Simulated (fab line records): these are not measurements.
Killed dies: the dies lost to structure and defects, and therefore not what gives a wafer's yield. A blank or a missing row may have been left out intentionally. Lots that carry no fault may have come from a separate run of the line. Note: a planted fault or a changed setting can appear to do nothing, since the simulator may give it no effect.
fab line records | flow nand-harc
[record] lots = 6 wafers = 18 last-day = 29
route steps=1302 shown A_DECK1_JOINT@541 A_ONON_D2@545
lots with no fault: from the same line, run without faults
start-h: start of the lot's first displayed wafer, in hours after the record's first day | wait-h: hours elapsed since this lot's preceding step | " repeats the value in the row above | L1.1+2: a single row standing in for several wafers | - no value, or no start was given | * or withheld: withheld | < > ~ a bound
route shown NAME@n: a module of which the file shows steps, and the number in the route of the first | usual: mean and standard deviation over wafers with no fault | same: alike in all rows | chamber/n: place in a boat | sites: the reading at each site | _std_site: standard deviation across them | _edge_site: the outer-site mean with the inner-site mean subtracted | radius-mm: how far each site lies from the wafer's centre | mask NAME#n: copy n | behind: tool/chamber where the wafer was last shaped | hold: reason for holding the lot/hours on hold/outcome of the hold | device: names the non-switching transistor (n, p or np) | end of line: tests of these same wafers at the route's end | a step without rows: its recipe alone | killed: the dies lost at the first sort to structure and to defects; this is not the yield of the wafer | map: per-die view of a wafer (x killed, . not killed, _ where there is no die)
set.NAME: setting as actually run; set.NAME@STEP: the setting as run at that earlier step | model.NAME: the simulator's own value behind a step, which no gauge read
certain route steps with their lots: each step a table, each wafer a row
services: from which hour (start-h, from the record's first day; less than 0 if before it) a tool's chamber was out of use, for how many hours, and why
[[steps]]
[step NHARC_A_DECK1_JOINT_SRD_15]
[step NHARC_A_DECK1_JOINT_DEP_16]
[recipe] target-thk-a = 450 temp-c = 400 pressure-torr = 6.5 rf-w = 900 teos-flow-sccm = 161.4 flow-sccm = 2650 target-thk-nm = 45 gas = O2 material = SiO2
[usual] heater-power-w = 569/110 throttle-valve-pct = 16.0/0.65
// columns lot.wafer tool chamber start-h wait-h heater-power-w since-wet-clean-h throttle-valve-pct
L847.1 pecvd-01 1 271.21 0.1 613 128 16.5
L847.4 " 0 " " 529 - 16.2
L847.5 " 2 " " 809 - 16.0
L850.2 pecvd-04 2 298.67 0.1 432 16 16.0
L850.6 " 2 " " 423 - 15.8
L850.5 " 1 " " 522 - 16.2
L853.1 pecvd-01 0 336.80 0.1 439 12 15.7
L853.2 " 1 " " 702 12 16.5
L853.3 " 2 " " 794 13 16.1
L858.3 pecvd-01 0 392.98 0.1 486 69 15.5
L858.4 " 2 " " 742 - 16.2
L858.5 " 0 " " 357 - 15.7
L863.2 pecvd-02 1 438.80 0.1 546 18 15.8
L863.5 " 1 " " 521 - 15.9
L863.4 " 2 " " 566 - 14.8
L865.2 pecvd-02 0 460.15 0.1 561 39 17.2
L865.1 " 1 " " 476 39 15.5
L865.5 " 0 " " 591 - 17.2
[step NHARC_A_DECK1_JOINT_THK_MEAS_17]
[recipe] thk-meas-gauge = ellipsometry
[usual] thk-nm = 45.1/1.2
// columns lot.wafer tool chamber start-h wait-h thk-nm
L847.1 film-metro-01 - 271.46 0.2 44.4
L847.4 " - " " 43.9
L847.5 " - " " 46.3
L850.2 film-metro-02 - 298.95 0.3 46.1
L850.5 " - " " 46.5
L850.6 " - " " 45.2
L853.1 film-metro-01 - 337.08 0.3 44.8
L853.2 " - " " 44.2
L853.3 " - " " 45.8
L858.3 film-metro-01 - 393.24 0.2 45.1
L858.4 " - " " 44.3
L858.5 " - " " 44.3
L863.2 film-metro-01 - 439.06 0.2 44.7
L863.4 " - " " 45.3
L863.5 " - " " 45.0
L865.1 film-metro-01 - 460.40 0.2 45.1
L865.2 " - " " 45.1
L865.5 " - " " 46.6
[step NHARC_A_DECK1_JOINT_INSPECT_05]
[usual] raw-defect-count = 316/120
// columns lot.wafer tool chamber start-h wait-h raw-defect-count
L847.1 defect-inspect-02 - 271.49 0.0 290
L847.4 " - " " 379
L847.5 " - " " 252
L850.2 defect-inspect-01 - 298.99 0.0 490
L850.5 " - " " 380
L850.6 " - " " 583
L853.1 defect-inspect-01 - 337.12 0.0 283
L853.2 " - " " 477
L853.3 " - " " 428
L858.3 defect-inspect-02 - 393.27 0.0 320
L858.4 " - " " 432
L858.5 " - " " 340
L863.2 defect-inspect-01 - 439.09 0.0 238
L863.4 " - " " 132
L863.5 " - " " 438
L865.1 defect-inspect-02 - 460.43 0.0 225
L865.2 " - " " 191
L865.5 " - " " 154
[step NHARC_A_ONON_D2_DEP_00]
[recipe] target-thk-a = 10000 n2-flow-sccm = 2750 n2o-flow-sccm = 2000 nh3-flow-sccm = 500 sih4-flow-sccm = 210 temp-c = 400
[step NHARC_A_ONON_D2_THK_MEAS_02]
[recipe] thk-meas-gauge = ellipsometry
[usual] thk-nm = 1003/11
// columns lot.wafer tool chamber start-h wait-h thk-nm
L847.1 film-metro-01 - 272.07 - 992
L847.4 " - " " 991
L847.5 " - " " 991
L850.2 film-metro-01 - 299.56 - 1003
L850.5 " - " " 1003
L850.6 " - " " 1004
L853.1 film-metro-02 - 337.69 - 999
L853.2 " - " " 999
L853.3 " - " " 1001
L858.3 film-metro-01 - 393.85 - 1015
L858.4 " - " " 1016
L858.5 " - " " 1016
L863.2 film-metro-01 - 439.67 - 1005
L863.4 " - " " 1005
L863.5 " - " " 1005
L865.1 film-metro-01 - 461.01 - 1004
L865.2 " - " " 1006
L865.5 " - " " 1004
[step NHARC_A_ONON_D2_DEP_03]
[recipe] target-thk-a = 10000 n2-flow-sccm = 2750 n2o-flow-sccm = 2000 nh3-flow-sccm = 500 sih4-flow-sccm = 210 temp-c = 400
[step NHARC_A_ONON_D2_THK_MEAS_05]
[recipe] thk-meas-gauge = ellipsometry
[usual] thk-nm = 1000/10
// columns lot.wafer tool chamber start-h wait-h thk-nm
L847.1 film-metro-01 - 272.64 - 994
L847.4 " - " " 994
L847.5 " - " " 993
L850.2 film-metro-01 - 300.13 - 999
L850.5 " - " " 999
L850.6 " - " " 1000
L853.1 film-metro-01 - 338.26 - 1008
L853.2 " - " " 1010
L853.3 " - " " 1010
L858.3 film-metro-02 - 394.41 - 1017
L858.4 " - " " 1015
L858.5 " - " " 1014
L863.2 film-metro-01 - 440.24 - 1017
L863.4 " - " " 1018
L863.5 " - " " 1017
L865.1 film-metro-02 - 461.58 - 990
L865.2 " - " " 991
L865.5 " - " " 990
[step NHARC_A_ONON_D2_DEP_06]
[recipe] target-thk-a = 10000 n2-flow-sccm = 2750 n2o-flow-sccm = 2000 nh3-flow-sccm = 500 sih4-flow-sccm = 210 temp-c = 400
[step NHARC_A_ONON_D2_THK_MEAS_08]
[recipe] thk-meas-gauge = ellipsometry
[usual] thk-nm = 1001/8.7
// columns lot.wafer tool chamber start-h wait-h thk-nm
L847.1 film-metro-01 - 273.21 - 1008
L847.4 " - " " 1009
L847.5 " - " " 1008
L850.2 film-metro-01 - 300.69 - 992
L850.5 " - " " 992
L850.6 " - " " 990
L853.1 film-metro-01 - 338.83 - 988
L853.2 " - " " 986
L853.3 " - " " 986
L858.3 film-metro-02 - 394.98 - 1000
L858.4 " - " " 999
L858.5 " - " " 999
L863.2 film-metro-01 - 440.81 - 1004
L863.4 " - " " 1004
L863.5 " - " " 1005
L865.1 film-metro-01 - 462.15 - 1005
L865.2 " - " " 1006
L865.5 " - " " 1006
[step NHARC_A_ONON_D2_DEP_09]
[recipe] target-thk-a = 10000 n2-flow-sccm = 2750 n2o-flow-sccm = 2000 nh3-flow-sccm = 500 sih4-flow-sccm = 210 temp-c = 400
[step NHARC_A_ONON_D2_THK_MEAS_11]
[recipe] thk-meas-gauge = ellipsometry
[usual] thk-nm = 1002/9.6
// columns lot.wafer tool chamber start-h wait-h thk-nm
L847.1 film-metro-02 - 273.81 - 991
L847.4 " - " " 990
L847.5 " - " " 988
L850.2 film-metro-01 - 301.26 - 998
L850.5 " - " " 996
L850.6 " - " " 997
L853.1 film-metro-02 - 339.40 - 1004
L853.2 " - " " 1006
L853.3 " - " " 1005
L858.3 film-metro-01 - 395.55 - 999
L858.4 " - " " 999
L858.5 " - " " 999
L863.2 film-metro-01 - 441.37 - 1003
L863.4 " - " " 1003
L863.5 " - " " 1003
L865.1 film-metro-01 - 462.72 - 1004
L865.2 " - " " 1002
L865.5 " - " " 1004
[step NHARC_A_ONON_D2_DEP_12]
[recipe] target-thk-a = 10000 n2-flow-sccm = 2750 n2o-flow-sccm = 2000 nh3-flow-sccm = 500 sih4-flow-sccm = 210 temp-c = 400
// columns lot.wafer tool chamber start-h wait-h
L847.1+4+5 pecvd-onon-04 0 273.86 0.1
L850.2+5+6 pecvd-onon-03 0 301.37 0.1
L853.1+2+3 pecvd-onon-01 0 339.45 0.1
L858.3+4+5 pecvd-onon-01 0 395.72 0.2
L863.2+4+5 pecvd-onon-04 0 441.48 0.1
L865.1+2+5 pecvd-onon-04 0 462.77 0.1
[step NHARC_A_ONON_D2_THK_MEAS_14]
[recipe] thk-meas-gauge = ellipsometry
[usual] thk-nm = 1001/9.1
// columns lot.wafer tool chamber start-h wait-h hold thk-nm
L847.1 film-metro-01 - 274.37 - - 1013
L847.4 " - " " - 1013
L847.5 " - " " - 1014
L850.2 film-metro-02 - 301.83 - - 1006
L850.5 " - " " - 1007
L850.6 " - " " - 1008
L853.1 film-metro-01 - 339.96 - - 993
L853.2 " - " " - 993
L853.3 " - " " - 995
L858.3 film-metro-01 - 396.11 - - 1009
L858.4 " - " " - 1008
L858.5 " - " " - 1007
L863.2 film-metro-01 - 441.94 - await-dispo/0.2h/release 679
L863.4 " - " " await-dispo/0.2h/release 679
L863.5 " - " " await-dispo/0.2h/release 679
L863.2 film-metro-01 - 442.11 0.2 - 681
L863.4 " - " " - 680
L863.5 " - " " - 680
L865.1 film-metro-01 - 463.29 - await-dispo/0.2h/release 692
L865.2 " - " " await-dispo/0.2h/release 693
L865.5 " - " " await-dispo/0.2h/release 692
L865.1 film-metro-01 - 463.46 0.2 - 691
L865.2 " - " " - 693
L865.5 " - " " - 692
[[services]]
// columns tool chamber start-h hours kind
pecvd-01 - 250.42 1.2 repair
pecvd-04 - 269.20 13.0 pm
pecvd-04 0 269.20 13.0 vent-cycle
pecvd-04 1 269.20 13.0 vent-cycle
pecvd-onon-01 - 269.50 13.0 pm
pecvd-onon-04 - 311.00 13.0 pm
pecvd-01 - 311.37 13.0 pm
pecvd-01 0 311.37 15.2 vent-cycle
pecvd-01 1 311.37 13.0 vent-cycle
pecvd-01 2 311.37 13.0 vent-cycle
pecvd-01 1 324.37 - clean
pecvd-01 2 324.37 - clean
pecvd-04 1 397.58 13.9 repair
pecvd-01 2 397.81 19.9 repair
pecvd-02 - 408.00 13.0 pm
pecvd-02 0 408.00 13.0 vent-cycle
pecvd-02 1 408.00 13.0 vent-cycle
pecvd-02 2 408.00 13.0 vent-cycle
pecvd-onon-03 - 411.18 13.0 pm
pecvd-02 0 421.00 - clean
pecvd-02 1 421.00 - clean
pecvd-02 2 421.00 - clean
pecvd-04 - 450.20 13.0 pm
pecvd-onon-01 - 450.50 13.0 pm
[[key]]
[first-sign] step = NHARC_A_ONON_D2_THK_MEAS_14 reading = visit direction = added
[effect] step = NHARC_A_ONON_D2_THK_MEAS_14 reading = thk-nm direction = down sigmas = 35 usual = 1001 struck = 686
met-at NHARC_A_ONON_D2_DEP_12
struck-wafers L863.2,L863.4,L863.5,L865.1,L865.2,L865.5
later-rows-left-out L863.2,L863.4,L863.5,L865.1,L865.2,L865.5
sort-left-out L863.2,L863.4,L863.5,L865.1,L865.2,L865.5
tester-left-out L863,L865
onset-between 273.86 441.48
also-fits time
[fault] kind = process-parameter-drift tool = pecvd-onon-04 chamber = 0 onset-h = 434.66 steps = NHARC_A_ONON_D2_DEP_12 channel = target-thk-a offset = * shape = step end-h = 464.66 acts-in = * stated = *
// tester-left-out: of these lots the tester's yield and bins aren't shown, on N5 and GAA mostly nor the transistor test; their killed dies are dies lost to structure and defects alone, not to doping, threshold or leakage, so they don't give the yield
// sort-left-out: the simulated sort isn't trusted on such a fault, so these wafers' sort isn't shown, and their yield isn't known
// later-rows-left-out: the simulator's readings of these wafers behind a module that went badly wrong aren't trusted and aren't shown, but for the sort
